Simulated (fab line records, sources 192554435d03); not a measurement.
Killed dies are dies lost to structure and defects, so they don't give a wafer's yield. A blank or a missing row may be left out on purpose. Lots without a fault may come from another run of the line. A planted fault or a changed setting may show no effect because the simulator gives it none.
A struck lot beside a sound one | flow n5_finfet | 15 steps out of a route of 1938
Sound: wafers L614.1, L614.2, L614.3. Struck: wafers L625.1, L625.3, L625.4. The cause comes at the end.
At each step with rows: each side's tool, then ch and its chambers, then its first start. Under that, the readings that differ: sound wafers | struck wafers | difference of the means | sigmas: that difference in standard deviations of wafers without a fault.
alike: readings whose means differ by less than 2 such deviations, and words and numbers that are the same on both sides. not compared: withheld readings, readings that some wafer has no value for, bounds like >300 that may hide the same value, and numbers for which the record gives no deviation and whose values overlap.
The two part at a step that has a row with sigmas, a row that says differs or no value, or rows on one side only. Numbers that don't overlap but have no deviation are shown without sigmas and don't part them. A reading that every wafer of one side lacks parts them only if that side has two wafers or more.

N5_BEOL_M6_VIA_ETCH_34: etches SiCOH lowk in C4F6/O2, target depth 126.3 nm, time 50.9 s.
  sound on rie_diel-01 ch 0,2,3, day 12 09:58; struck on rie_diel-01 ch 0,1,2, day 14 20:48
  alike: C4F6_flow_sccm, drypump_motor_current_A, oes_product_au, rf_fwd_power_W, rf_vpp_V, showerhead_plenum_p_Torr, throttle_valve_pct
  not compared: rf_hours_counter_h
then, 1 step without rows for these wafers: N5_BEOL_M6_STRIP_76 (strips in C4F6/O2).
N5_BEOL_M6_STRIP_36: strips in N2/H2.
  sound on rie_diel-01 ch 0,2,3, day 12 10:01; struck on rie_diel-01 ch 0,1,2, day 14 20:51
  alike: drypump_motor_current_A, oes_product_au, power_w, rf_vpp_V, showerhead_plenum_p_Torr, throttle_valve_pct
  not compared: rf_hours_counter_h
N5_BEOL_M6_TRENCH_ETCH_37: etches SiCOH lowk in C4F6/O2, target depth 94.435 nm, time 31.5 s.
  sound on rie_diel-01 ch 0,2,3; struck on rie_diel-01 ch 0,1,2
  alike: C4F6_flow_sccm, drypump_motor_current_A, oes_product_au, rf_fwd_power_W, rf_vpp_V, showerhead_plenum_p_Torr, throttle_valve_pct
  not compared: rf_hours_counter_h
then, 1 step without rows for these wafers: N5_BEOL_M6_ETCH_41 (etches SiCN in CH3F/O2, target depth 29.7 nm, time 52 s).
N5_BEOL_M6_STRIP_80: strips in N2/H2, time 10 s.
  sound on rie_diel-01 ch 0,2,3; struck on rie_diel-01 ch 0,1,2
  alike: drypump_motor_current_A, oes_product_au, rf_vpp_V, showerhead_plenum_p_Torr, throttle_valve_pct
  not compared: rf_hours_counter_h
N5_BEOL_M6_OCD_MEAS_38:
  sound on ocd-01, day 12 10:13; struck on ocd-02, day 14 21:03
  alike: trench_depth_nm
then, 4 steps without rows for these wafers: N5_BEOL_M6_HM_STRIP_39 (strips TiN in peroxide tin strip, target depth 25 nm, time 158 s); N5_BEOL_M6_SRD_40 (time 30 s); N5_BEOL_M6_PRECLEAN_42 (cleans in residue remover, time 60 s); N5_BEOL_M6_SRD_43 (time 30 s).
N5_BEOL_M6_CD_MEAS_35: target cd 40 nm, target cd y 28 nm.
  sound on cd_sem-03, day 12 10:22; struck on cd_sem-02, day 14 21:17
  alike: cd_nm
N5_BEOL_M6_CURE_75: cures SiCOH lowk, time 120 s.
  sound on uv_cure-03 ch 1, day 12 10:25; struck on uv_cure-02 ch 1, day 14 21:20
  no value came back on the struck wafers for lamp_power_pct (%), run_length_s (s), wafer_temp_C_max; on the sound wafers lamp_power_pct (%) reads 52.40 52.39 52.27
N5_BEOL_M6_DEGAS_44: time 60 s.
  sound on pvd_sputter-01, day 12 10:53; struck on pvd_sputter-02, day 14 23:12
  alike: heater_power_w
-- the record jumps here: 4 days lie between the struck wafers' starts before and after (it left off in module BEOL_M6 and takes up again in module PASSIVATION, whose first step shown is number 1936 of the route) --
N5_PASSIVATION_PROBE_49:
  sound on prober-02, day 15 23:50; struck on prober-02, day 19 02:08
  alike: defect_limited_yield, killed_at_M0_to_M3, killed_at_M4_up, killed_at_contacts, killed_at_front_end, killed_at_other, killed_dies, killed_open, killed_short, sort_bin_5_function, sort_bin_6_memory, sort_n_pass, sort_yield_pct

WHERE THEY PART
Only at N5_BEOL_M6_CURE_75, within this record. Later steps at which nothing parts them and some readings are alike: N5_BEOL_M6_DEGAS_44, N5_PASSIVATION_PROBE_49.

WHY: what the simulator had put in
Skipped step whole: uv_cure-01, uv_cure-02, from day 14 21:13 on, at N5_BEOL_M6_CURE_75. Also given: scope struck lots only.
